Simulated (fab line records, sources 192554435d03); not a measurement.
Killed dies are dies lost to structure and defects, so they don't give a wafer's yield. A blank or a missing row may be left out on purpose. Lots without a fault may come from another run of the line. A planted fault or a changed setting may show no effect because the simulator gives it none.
Which tool did it? | flow n5_finfet | 10 lots, 30 wafers sampled, at 3 steps of a route of 1938

WHAT THE GAUGES READ, wafer by wafer
N5_PASSIVATION_CD_MEAS_44: target cd 40000 nm.
lot  | measured     | on        | cd_nm (nm)
L392 | day 12 13:05 | cd_sem-03 | 39999 40004 40000
L393 | day 12 13:39 | cd_sem-03 | 39998 40002 39999
L394 | day 12 23:59 | cd_sem-01 | 40001 40007 40007
L395 | day 13 06:18 | cd_sem-03 | 40003 40004 39998
L397 | day 13 23:13 | cd_sem-03 | 39999 40002 40002
L404 | day 16 01:19 | cd_sem-03 | 39967 39969 39967
L401 | day 16 01:54 | cd_sem-01 | 39964 39967 39965
L408 | day 16 16:29 | cd_sem-02 | 39994 39996 39997
L410 | day 17 19:37 | cd_sem-03 | 39998 39999 39997
L413 | day 18 03:49 | cd_sem-03 | 40001 40000 40000

WHICH TOOL RAN EACH LOT (tool, then ch and the chambers of the sampled wafers, then the start)
lot  | N5_PASSIVATION_ETCH_15                        | N5_PASSIVATION_EXPOSE_41
L392 | rie_diel-02 ch 0,1,2, day 12 12:55 or earlier | krf_scanner-02 ch 0, day 12 12:55
L393 | rie_diel-03 ch 1,2,3, day 12 13:28 or earlier | krf_scanner-02 ch 0, day 12 13:28
L394 | rie_diel-03 ch 2,3, day 12 23:48 or earlier   | krf_scanner-02 ch 0, day 12 23:48
L395 | rie_diel-06 ch 0,1,2, day 13 06:07 or earlier | krf_scanner-02 ch 0, day 13 06:07
L397 | rie_diel-02 ch 0,1,3, day 13 23:02 or earlier | krf_scanner-01 ch 0, day 13 23:02
L404 | rie_diel-03 ch 2,3, day 16 01:08 or earlier   | krf_scanner-01 ch 0, day 16 01:08
L401 | rie_diel-02 ch 0,1,2, day 16 01:44 or earlier | krf_scanner-01 ch 0, day 16 01:44
L408 | rie_diel-02 ch 1,2,3, day 16 16:19 or earlier | krf_scanner-02 ch 0, day 16 16:19
L410 | rie_diel-03 ch 0,1, day 17 19:27 or earlier   | krf_scanner-02 ch 0, day 17 19:27
L413 | rie_diel-06 ch 0,2,3, day 18 03:39 or earlier | krf_scanner-02 ch 0, day 18 03:39
- N5_PASSIVATION_ETCH_15: etches SiCN in CF4/N2, target depth 75 nm, time 81.2 s.
- N5_PASSIVATION_EXPOSE_41: exposes mask PASS OPEN, defocus 0 nm, target cd 40000 nm.

THE ANSWER, worked out from the rows above alone
Rule: what is usual is taken from the lots themselves. Put in order of their means at a reading, lots are off if they are a third of the lots or fewer, leave a main group of 4 or more, and stand apart from it by a gap of 3 or more times the standard deviation of the main group's means; of several such gaps the widest counts. A main group whose means are all the same, to the digits that the tables above print for the reading, isn't used. A lot without any number at a reading at which 4 lots or more have one is off too. The other lots that the step has rows for count as sound.
Off: L404, L401, at N5_PASSIVATION_CD_MEAS_44 (cd_nm). The main group: mean 40000 nm, standard deviation 2.6.
A tool fits if, at a process step before that reading, it ran every lot that is off, and no sound lot after the first of them. The gauges at N5_PASSIVATION_CD_MEAS_44 are tried like those tools. N5_PASSIVATION_ETCH_15 gives no start for some lots, so the hours and the order of its lots are those of N5_PASSIVATION_EXPOSE_41. One fits: krf_scanner-01 at N5_PASSIVATION_EXPOSE_41. Its last sound lot is L397 (day 13 23:02), its first lot that is off L404 (day 16 01:08): a fault that began between those two fits.

WHAT THE SIMULATOR HAD PUT IN
Process parameter drift: krf_scanner-01, from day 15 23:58 on, at N5_PASSIVATION_EXPOSE_41. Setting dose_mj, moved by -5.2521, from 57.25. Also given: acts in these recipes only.
Lots struck among those shown: L404, L401. The rule above found the same.
